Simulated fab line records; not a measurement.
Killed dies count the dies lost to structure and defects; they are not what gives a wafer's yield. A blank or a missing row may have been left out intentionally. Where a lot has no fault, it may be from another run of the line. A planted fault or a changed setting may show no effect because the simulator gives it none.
Chamber matching :: flow nandHarc :: rieDiel-02 running NHARC_THIN_TSV_ETCH_44: 4 sister chambers
The step etches the open film in CF4/O2, target depth 1594.2 nm, time 797.1 s. 4 wafers are shown with their chamber, then 8 later ones without.

WAFERS WITH THEIR CHAMBER
wafer: L882.5
chamber: 2
showerheadPlenumPTorr (Torr): 1.89

wafer: L887.1
chamber: 3
showerheadPlenumPTorr (Torr): 1.82

wafer: L887.4
chamber: 1
showerheadPlenumPTorr (Torr): 1.85

wafer: L892.1
chamber: 0
showerheadPlenumPTorr (Torr): 1.96

WAFERS WITH NO CHAMBER GIVEN
wafer: L892.2
showerheadPlenumPTorr (Torr): 1.81

wafer: L892.5
showerheadPlenumPTorr (Torr): 1.89

wafer: L889.2
showerheadPlenumPTorr (Torr): 1.96

wafer: L889.4
showerheadPlenumPTorr (Torr): 1.89

wafer: L889.6
showerheadPlenumPTorr (Torr): 1.96

wafer: L891.1
showerheadPlenumPTorr (Torr): 1.96

wafer: L891.5
showerheadPlenumPTorr (Torr): 1.96

wafer: L891.6
showerheadPlenumPTorr (Torr): 1.84

WHICH CHAMBER EACH WENT THROUGH
wafer: L892.2
from the rows above: 3
in truth: 3

wafer: L892.5
from the rows above: 2
in truth: 2

wafer: L889.2
from the rows above: 0
in truth: 0

wafer: L889.4
from the rows above: 2
in truth: 2

wafer: L889.6
from the rows above: 0
in truth: 0

wafer: L891.1
from the rows above: 0
in truth: 0

wafer: L891.5
from the rows above: 0
in truth: 0

wafer: L891.6
from the rows above: 1
in truth: 1
Correctly placed: 8 of 8. Not placeable from these rows: 0. Wrongly placed: 0.
How it was worked out, from the rows above alone: a wafer's distance from a chamber is the root of the sum, over the readings, of the square of ((its reading less the chamber's mean) divided by the reading's scatter). If the next closest chamber is less than 2 further off than the closest, the wafer can't be placed; otherwise it belongs to the closest. A chamber's mean is the mean of its shown wafers. The scatter: root of mean squared gap, hidden wafer to nearest shown wafer, with one shown wafer a chamber.
